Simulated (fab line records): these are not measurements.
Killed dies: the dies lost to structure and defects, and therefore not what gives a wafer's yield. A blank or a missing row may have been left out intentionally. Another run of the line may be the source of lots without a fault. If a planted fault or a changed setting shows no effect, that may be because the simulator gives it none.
Struck lot and sound lot, side by side || flow n5_finfet || 36 steps out of a route of 1938
Sound: wafers L449.2, L449.3, L449.6. Struck: wafer L444.4 (left out: L444.6, a lot-mate that was not struck); the cause follows at the end.
For every step that has rows: the tool of each side, followed by ch and its chambers, followed by its first start. Under that, the readings that differ: sound wafers || struck wafers || difference of the means || sigmas: that difference in standard deviations of wafers without a fault.
alike: words and numbers the same on both sides, and readings whose means are apart by under 2 such deviations; not compared: readings that were withheld, readings missing a value for some wafer, numbers with overlapping values and no deviation given by the record, and bounds like >300 which may hide the same value.
Wherever a step has rows on one side only, a row that says differs or no value, or a row with sigmas, the two part there. Non-overlapping numbers with no deviation appear without sigmas and do not part them. Lack of a reading on every wafer of one side parts them only where that side has two or more wafers.

first, 11 steps without rows for these wafers: N5_BEOL_M2_SPUTTER_92 (material Cu, target thk 4.5 nm, time 8.29 s); N5_BEOL_M2_ANNEAL_93 (time 240 s); N5_BEOL_M2_SPUTTER_94 (material Cu, target thk 4.5 nm, time 8.29 s); N5_BEOL_M2_ANNEAL_95 (time 240 s); N5_BEOL_M2_SPUTTER_96 (material Cu, target thk 4.5 nm, time 8.29 s); N5_BEOL_M2_ECD_50 (material Cu, target thk 300 nm); N5_BEOL_M2_ANNEAL_51 (time 90 s); N5_BEOL_M2_CMP_52 (polishes, stops on SiOC, t overpolish 6.8 s, target thk 40 nm); N5_BEOL_M2_PRE_CLEAN_60 (time 15 s); N5_BEOL_M2_CO_CAP_55 (material Co, precursor CCTBA/H2, target thk 2 nm, time 102.1 s); N5_BEOL_M2_PRE_CLEAN_56 (time 15 s).
N5_BEOL_M2_DEP_57: deposits SiCN from 3MS/NH3, target thk 8 nm, time 14 s.
  sound on pecvd-04 ch 0,1, day 10 23:44; struck on pecvd-03 ch 0, day 10 09:41
{"reading": "model.SiCN_of_BEOL_M2_DEP_57.thk_nm (nm)", "sound": "7.8 8 8", "struck": 11.2, "difference": "+3.3", "sigmas": ""}
  alike: showerhead_plenum_p_Torr, throttle_valve_pct
then, 22 steps without rows for these wafers: N5_BEOL_M3_ILD_DEP_00 (deposits SiOC from DEMS/O2, target thk 79 nm, time 15.3 s); N5_BEOL_M3_PECVD_72 (deposits SiO2 from TEOS/O2, target thk 16 nm, time 18 s); N5_BEOL_M3_HM_DEP_02 (deposits TiN, target thk 20 nm); N5_BEOL_M3_COAT_61 (time 60 s, resist thk 60 nm); N5_BEOL_M3_COAT_62 (time 60 s, resist thk 12 nm); N5_BEOL_M3_COAT_73 (time 60 s, resist thk 5 nm); N5_BEOL_M3_COAT_05 (resist thk 30 nm); N5_BEOL_M3_EBR_07; N5_BEOL_M3_SOFTBAKE_06 (time 60 s); N5_BEOL_M3_EXPOSE_08 (exposes mask M3); N5_BEOL_M3_PEB_09 (peb time 60 s); N5_BEOL_M3_DEVELOP_10 (develop time 30 s); N5_BEOL_M3_DESCUM_16 (chemistry O2, time 7 s); N5_BEOL_M3_ETCH_74 (etches underlayer in N2/H2, target depth 6.5 nm, time 5.2 s); N5_BEOL_M3_ETCH_63 (etches SiARC in CF4, target depth 15.6 nm, time 26 s); N5_BEOL_M3_ETCH_64 (etches SOC in N2/H2, target depth 75 nm, overetch 15 nm, time 112.5 s); N5_BEOL_M3_STRIP_65 (strips in N2/H2); N5_BEOL_M3_STRIP_75 (strips in N2/H2); N5_BEOL_M3_STRIP_66 (strips in CF4); N5_BEOL_M3_HM_OPEN_17 (chemistry Cl2/BCl3, target TiN, target depth 20 nm, overetch 6 nm); N5_BEOL_M3_STRIP_19 (strips in O2); N5_BEOL_M3_COAT_67 (time 60 s, resist thk 60 nm).
N5_BEOL_M3_CMP_52: polishes, stops on SiOC, t overpolish 6.8 s, target thk 40 nm.
  sound on cmp-02 ch 0,1, day 11 18:49; struck on cmp-04 ch 1, day 10 16:20
{"reading": "barrier_field_endpoint_s (s)", "sound": "24.2 24.0 24.5", "struck": 25.3, "difference": "+1.1", "sigmas": "+2"}
{"reading": "model.Cu_of_BEOL_M3_ECD_50.thk_nm (nm)", "sound": "38.6 39 39.8", "struck": 43.2, "difference": "+4.1", "sigmas": ""}
  alike: motor_current_A, overpolish_run_s, platen_rpm, retaining_ring_pressure_frac, slurry_filter_dp_kPa, time_to_endpoint_s
N5_BEOL_M4_RC_MEAS_101:
  sound on prober-02 ch 0, day 12 12:48; struck on prober-01 ch 0, day 12 02:44
  alike: DIBL_N, DIBL_P, IOFF_N, IOFF_P, ION_N, ION_P, SS_N, SS_P, VT_N, VT_P

== WHERE THEY PART ==
At N5_BEOL_M3_CMP_52 and nowhere else, as far as this record goes. Later steps at which nothing parts them and some readings are alike: N5_BEOL_M4_RC_MEAS_101.

WHY: what had been put in by the simulator
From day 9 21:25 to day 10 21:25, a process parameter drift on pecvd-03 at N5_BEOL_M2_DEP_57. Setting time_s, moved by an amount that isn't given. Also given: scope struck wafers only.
